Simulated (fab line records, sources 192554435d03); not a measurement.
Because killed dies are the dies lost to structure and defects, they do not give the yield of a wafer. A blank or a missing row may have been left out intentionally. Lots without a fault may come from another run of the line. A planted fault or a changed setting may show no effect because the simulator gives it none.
A single fault, viewed from 2 desks | flow n5Finfet | numbers are kept per desk, each desk with only its own; the story behind them comes last

## THE TOOL OWNER'S DESK: pecvd-03
The tool's own readings at N5_BEOL_M11_PECVD_70 (deposits SiO2 from TEOS/O2, target thk 20 nm, time 22.7 s): means of the sampled wafers that have a number, for each lot that ran on this tool. Marked OUT: a lot whose mean sits more than 4 standard deviations from the usual mean, which makes it out of limits; the brackets give that distance.
Columns: A = heaterPowerW at N5_BEOL_M11_PECVD_70, usual 697 W; B = showerheadPlenumPTorr at N5_BEOL_M11_PECVD_70, usual 8.82 Torr; C = susceptorTempC at N5_BEOL_M11_PECVD_70, usual 400.00 C; D = throttleValvePct at N5_BEOL_M11_PECVD_70, usual 22.6 %
lot  | first seen here | A   | B    | C                | D
L450 | day 11 09:56    | 778 | 8.93 | 399.80           | 23.5
L451 | day 11 10:31    | 603 | 8.86 | 381.30 (-81) OUT | 22.5
L453 | day 12 06:10    | 625 | 8.86 | 381.33 (-81) OUT | 22.6
L468 | day 15 20:04    | 740 | 8.81 | 400.13           | 22.0
This desk's verdict: out of limits on L451, L453, starting with L451 at day 11 10:31 (susceptorTempC at N5_BEOL_M11_PECVD_70). L450, L468: within limits.

## THE METROLOGY DESK
Means of the sampled wafers that have a number, per lot and without regard to the tool the lot ran on: this is what the gauges read. Marked OUT: a lot whose mean sits more than 4 standard deviations from the usual mean, which makes it out of limits; the brackets give that distance.
Columns: A = trenchDepthNm at N5_BEOL_M10_OCD_MEAS_38, usual 148.2 nm
lot  | first seen here | A
L447 | day 10 00:21    | 148.5
L450 | day 11 06:56    | 150.9
L451 | day 11 07:09    | 148.6
L454 | day 12 00:40    | 146.5
L453 | day 12 01:30    | 149.0
L458 | day 13 10:44    | 149.9
L462 | day 14 08:25    | 148.6
L464 | day 14 18:56    | 148.6
L468 | day 15 16:54    | 146.9
L469 | day 15 17:17    | 149.6
L470 | day 15 22:58    | 151.2
Result from this desk: across the 11 lots, nothing is out of limits.

## PUT TOGETHER
At day 11 10:31, on L451, L453, the tool owner's desk was in a position to raise an alarm.
Metrology desk: nothing out of limits seen.
The metrology desk holds a record of L451, L453, inside its limits.
N5_BEOL_M11_PECVD_70 was run on pecvd-03 by each of the lots named.

## WHAT THE SIMULATOR PUT IN
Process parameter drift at N5_BEOL_M11_PECVD_70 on pecvd-03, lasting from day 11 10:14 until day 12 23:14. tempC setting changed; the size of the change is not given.
Struck lots among those shown: L451, L453.
Delay in hours, fault start to first out-of-limits reading, by desk: the tool owner's desk at 0.
